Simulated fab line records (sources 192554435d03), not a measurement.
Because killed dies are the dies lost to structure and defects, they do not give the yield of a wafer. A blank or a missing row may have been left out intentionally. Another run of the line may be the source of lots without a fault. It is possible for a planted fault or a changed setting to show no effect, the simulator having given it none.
Matching of chambers | flow n5 finfet | N5_BEOL_M0_SAQP_PECVD_04 on pecvd-01: 3 sister chambers
The step deposits a-Si from SiH4/He, target thk 60 nm, time 60.2 s. 6 wafers are shown with their chamber, then 7 later ones without.

== EACH WAFER AND ITS CHAMBER ==
wafer  | chamber | showerhead plenum p Torr (Torr) | throttle valve pct (%)
L081.4 | 2       | 5.70                            | 17.8
L088.3 | 2       | 5.69                            | 17.9
L090.3 | 0       | 5.75                            | 19.4
L090.4 | 1       | 5.64                            | 17.6
L092.1 | 1       | 5.64                            | 17.1
L092.2 | 0       | 5.74                            | 19.2

== WAFERS WITH NO CHAMBER GIVEN ==
wafer  | showerhead plenum p Torr (Torr) | throttle valve pct (%)
L092.3 | 5.73                            | 19.4
L096.2 | 5.74                            | 19.2
L096.3 | 5.63                            | 16.9
L096.6 | 5.70                            | 15.6
L097.1 | 5.75                            | 19.4
L097.5 | 5.63                            | 17.3
L097.6 | 5.70                            | 15.7

== CHAMBER TAKEN BY EACH ==
wafer  | from the rows above | in truth
L092.3 | 0                   | 0
L096.2 | 0                   | 0
L096.3 | 1                   | 1
L096.6 | 2                   | 2
L097.1 | 0                   | 0
L097.5 | 1                   | 1
L097.6 | 2                   | 2
Correct placement for 7 of the 7. Can't be placed from these rows: 0. 0 placed wrongly.
How it was worked out, from the rows above alone: a wafer's distance from a chamber is the root of the sum, over the readings, of the square of ((its reading less the chamber's mean) divided by the reading's scatter). If the next closest chamber is less than 2 further off than the closest, the wafer can't be placed; otherwise it belongs to the closest. Each chamber's mean is taken over the wafers shown for it. The scatter: the root of (the sum of the squares of (reading less its chamber's mean) over the shown wafers, divided by (wafers less chambers)).
